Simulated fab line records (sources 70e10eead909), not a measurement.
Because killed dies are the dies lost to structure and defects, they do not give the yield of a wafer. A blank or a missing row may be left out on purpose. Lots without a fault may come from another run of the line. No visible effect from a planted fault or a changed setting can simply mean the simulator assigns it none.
Chamber matching | flow nand-harc | 4 sister chambers for NHARC_A_CONTACT_ALD_18 on ald-metal-04
The step deposits TiN, target thk 3 nm, pulse time 1 s, ald cycles 150. 8 wafers are shown with their chamber, then 9 later ones without.

== WAFERS, EACH WITH ITS CHAMBER ==
wafer  | chamber | heater-power-w (W) | susceptor-temp-C (C)
L085.2 | 2       | 1198               | 450.30
L085.6 | 0       | 1222               | 449.99
L090.2 | 2       | 1236               | 449.95
L090.3 | 0       | 1221               | 450.55
L090.4 | 1       | 1161               | 449.83
L089.1 | 3       | 1146               | 450.26
L089.2 | 1       | 1188               | 449.94
L089.5 | 3       | 1148               | 449.86

== WAFERS WHOSE CHAMBER IS MISSING ==
wafer  | heater-power-w (W) | susceptor-temp-C (C)
L091.1 | 1163               | 449.92
L091.2 | 1210               | 450.12
L091.6 | 1190               | 450.36
L096.1 | 1219               | 449.75
L096.3 | 1157               | 449.61
L096.4 | 1170               | 450.11
L095.2 | 1240               | 449.73
L095.4 | 1190               | 449.77
L095.5 | 1167               | 450.11

== CHAMBER TAKEN BY EACH ==
wafer  | from the rows above               | in truth
L091.1 | can't be placed: 1 or 3           | 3
L091.2 | can't be placed: 2 or 0 or 1      | 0
L091.6 | can't be placed: 2 or 0 or 1 or 3 | 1
L096.1 | can't be placed: 2 or 0 or 1      | 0
L096.3 | can't be placed: 1 or 3           | 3
L096.4 | can't be placed: 1 or 3 or 2      | 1
L095.2 | can't be placed: 2 or 0           | 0
L095.4 | can't be placed: 1 or 2 or 0 or 3 | 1
L095.5 | can't be placed: 1 or 3           | 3
0 of 9 placed correctly. Can't be placed from these rows: 9 (the true chamber is among the candidates in 9). Number placed wrongly: 0.
How it was worked out, from the rows above alone: a wafer's distance from a chamber is the root of the sum, over the readings, of the square of ((its reading less the chamber's mean) divided by the reading's scatter). If the next closest chamber is less than 2 further off than the closest, the wafer can't be placed; otherwise it belongs to the closest. A chamber's mean is the mean of its shown wafers. How the scatter is found: for the shown wafers, subtract from each reading the mean of its chamber, square and add these, divide the total by (wafers less chambers), then take the root.
